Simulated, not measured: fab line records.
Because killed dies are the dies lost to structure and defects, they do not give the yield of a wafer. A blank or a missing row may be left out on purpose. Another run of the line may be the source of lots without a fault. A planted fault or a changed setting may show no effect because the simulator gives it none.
Split-lot study -- flow n5Finfet -- 7 lots, 21 wafers read, on a route of 1938 steps

== ABOUT THE SPLIT ==
At N5_SDB_COAT_05 (resist thk 90 nm), the setting spinRpm was moved away from the recipe's 1500 rpm on 5 of the 21 wafers read, by -7.7% to +11.1%. This setting was run at the recipe's value on the other wafers.

== FROM THE SPLIT TO THE READING: what the file shows between them, 3 steps ==
- N5_SDB_EBR_07
- N5_SDB_SOFTBAKE_06: time 60 s
- N5_SDB_DESCUM_16: chemistry O2, time 7.9 s

== THE READING ==
CAR-ArF_of_SDB_COAT_05.thkNm (the simulator's own value, which no gauge read), in nm, at N5_SDB_ETCH_17 (etches SiARC in CF4, target depth 23.4 nm, time 39 s). The file gives no usual value for it. The 16 wafers here that ran the recipe average 66.8 nm, standard deviation 0.25 nm.

wafer,"tool, chamber at the split","spinRpm as run, rpm",against the recipe,"CAR-ArF_of_SDB_COAT_05.thkNm, nm",against lot-mates on the recipe
L074.3,"lithoTrack-01, 0",1500,recipe,67.2,-
L074.4,"lithoTrack-01, 0",1500,recipe,67.2,-
L074.5,"lithoTrack-01, 0",1500,recipe,67,-
L075.1,"lithoTrack-03, 0",1385,-7.7%,70.6,+4.2
L075.2,"lithoTrack-03, 0",1500,recipe,66.4,-
L075.3,"lithoTrack-03, 0",1385,-7.7%,70,+3.6
L082.2,"lithoTrack-01, 0",1500,recipe,66.6,-
L082.4,"lithoTrack-01, 0",1500,recipe,66.8,-
L082.6,"lithoTrack-01, 0",1432,-4.5%,68.8,+2.1
L089.1,"lithoTrack-01, 0",1500,recipe,66.8,-
L089.3,"lithoTrack-01, 0",1500,recipe,66.8,-
L089.4,"lithoTrack-01, 0",1500,recipe,66.6,-
L093.3,"lithoTrack-01, 0",1667,+11.1%,62,-4.8
L093.4,"lithoTrack-01, 0",1500,recipe,66.8,-
L093.6,"lithoTrack-01, 0",1667,+11.1%,62.2,-4.6
L094.2,"lithoTrack-03, 0",1500,recipe,66.4,-
L094.4,"lithoTrack-03, 0",1500,recipe,66.4,-
L094.3,"lithoTrack-03, 0",1500,recipe,66.6,-
L096.2,"lithoTrack-03, 0",1500,recipe,67,-
L096.4,"lithoTrack-03, 0",1500,recipe,66.8,-
L096.5,"lithoTrack-03, 0",1500,recipe,66.6,-

THE FIT
A straight line over all 21 wafers: CAR-ArF_of_SDB_COAT_05.thkNm changes by -0.434 nm for each +1% of spinRpm; r = -0.99; the points scatter about the line by 0.26 nm.
The same after taking each lot's own level away (the mean of its wafers on the recipe; 21 wafers): -0.451 nm for each +1%; r = -0.99; scatter 0.21 nm.
Per that fit: largest spinRpm move, reading shift of 5 nm.
Across the lots, their own levels run from 66.40 to 67.13 nm, a range of 2.9 times the standard deviation given above.
So the lot-to-lot level changes the slope little: the two slopes agree.
Check: with one of the wafers moved furthest among these (+11.1%) left out of the fit, the line predicts -5.03 nm for it against its lot-mates. Against them it came out at -4.8 nm.

== OTHER SPLITS APPLIED TO THESE WAFERS ==
Other splits were also applied to these wafers ahead of the reading. Each is held against what the fit with the lots' levels taken away leaves over:
other split on the same wafers,wafers away from the commonest value,r with CAR-ArF_of_SDB_COAT_05.thkNm (lot level and that fit taken away)
N5_SD_EPI_N_PRECLEAN_49 tempC,7,-0.01
N5_ILD0_CMP_03 downForcePsi,9,+0.28

== THE WHOLE CHAIN: every reading that the file lists as answering this split, in the file's order ==
step,what it does,reading,change (the file's fit),r (the file's)
N5_SDB_COAT_05,resist thk 90 nm,"CAR-ArF_of_SDB_COAT_05.thkNm (the simulator's own value, which no gauge read)",-0.444 nm for each +1% of the setting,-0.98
N5_SDB_ETCH_17,"etches SiARC in CF4, target depth 23.4 nm, time 39 s","CAR-ArF_of_SDB_COAT_05.thkNm (the simulator's own value, which no gauge read)",-0.451 nm for each +1% of the setting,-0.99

== THE FILE'S OWN FIT ==
CAR-ArF_of_SDB_COAT_05.thkNm changes by -0.451 nm for each +1% of spinRpm, r = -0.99.
